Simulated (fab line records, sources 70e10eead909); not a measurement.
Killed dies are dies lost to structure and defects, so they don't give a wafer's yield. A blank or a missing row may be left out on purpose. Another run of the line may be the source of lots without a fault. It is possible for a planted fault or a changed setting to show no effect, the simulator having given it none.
Chamber matching | flow nand harc | NHARC_A_BLC_ETCH_17 on rie diel-06: 4 sister chambers
The step etches the open film in N2/H2, target depth 390 nm, time 609.38 s. 16 wafers are shown with their chamber, then 8 later ones without.

EACH WAFER AND ITS CHAMBER
wafer  | chamber | showerhead plenum p Torr (Torr) | drypump motor current A (A) | rf vpp V (V)
L885.1 | 0       | 1.96                            | 6.5                         | 428.7
L885.3 | 2       | 2.15                            | 6.2                         | 432.6
L885.6 | 0       | 1.96                            | 6.5                         | 430.1
L896.1 | 0       | 1.95                            | 6.5                         | 427.7
L896.4 | 2       | 2.14                            | 6.1                         | 433.6
L896.6 | 2       | 2.14                            | 6.1                         | 432.8
L897.1 | 0       | 1.95                            | 6.5                         | 429.3
L897.2 | 1       | 2.15                            | 5.8                         | 433.3
L897.3 | 3       | 2.14                            | 5.3                         | 433.3
L901.3 | 1       | 2.15                            | 5.7                         | 433.5
L901.4 | 0       | 1.95                            | 6.5                         | 428.2
L901.6 | 1       | 2.15                            | 5.7                         | 434.6
L902.3 | 0       | 1.95                            | 6.4                         | 428.0
L902.4 | 2       | 2.14                            | 6.2                         | 432.4
L902.5 | 3       | 2.14                            | 5.3                         | 434.0
L905.2 | 1       | 2.15                            | 5.7                         | 431.8

SIGNATURES (means of the wafers above)
reading                  | chamber 0 | chamber 1 | chamber 2 | chamber 3 | scatter within a chamber
showerhead plenum p Torr | 1.9533    | 2.1500    | 2.1425    | 2.1400    | 0.00417
drypump motor current A  | 6.483     | 5.725     | 6.150     | 5.300     | 0.0464
rf vpp V                 | 428.667   | 433.300   | 432.850   | 433.650   | 0.871
Rule: for a wafer and a chamber, the distance is found by dividing, reading by reading, the gap between the wafer's reading and the chamber's mean by the reading's scatter, squaring, summing and taking the root. If the next closest chamber is less than 2 further off than the closest, the wafer can't be placed; otherwise it belongs to the closest. How the scatter is found: for the shown wafers, subtract from each reading the mean of its chamber, square and add these, divide the total by (wafers less chambers), then take the root.

WAFERS WITH NO CHAMBER GIVEN
wafer  | showerhead plenum p Torr (Torr) | drypump motor current A (A) | rf vpp V (V)
L905.3 | 2.14                            | 5.3                         | 433.0
L905.5 | 2.14                            | 6.1                         | 432.7
L906.3 | 2.15                            | 5.7                         | 432.3
L906.4 | 2.14                            | 5.3                         | 433.1
L906.5 | 2.14                            | 5.3                         | 433.1
L904.4 | 2.14                            | 5.3                         | 434.5
L904.5 | 2.15                            | 5.8                         | 433.3
L904.6 | 2.14                            | 6.2                         | 434.1

WHICH CHAMBER EACH WENT THROUGH
wafer  | from the rows above | in truth
L905.3 | 3                   | 3
L905.5 | 2                   | 2
L906.3 | 1                   | 1
L906.4 | 3                   | 3
L906.5 | 3                   | 3
L904.4 | 3                   | 3
L904.5 | 1                   | 1
L904.6 | 2                   | 2
Placed correctly: 8 of 8. Can't be placed from these rows: 0. Number placed wrongly: 0.
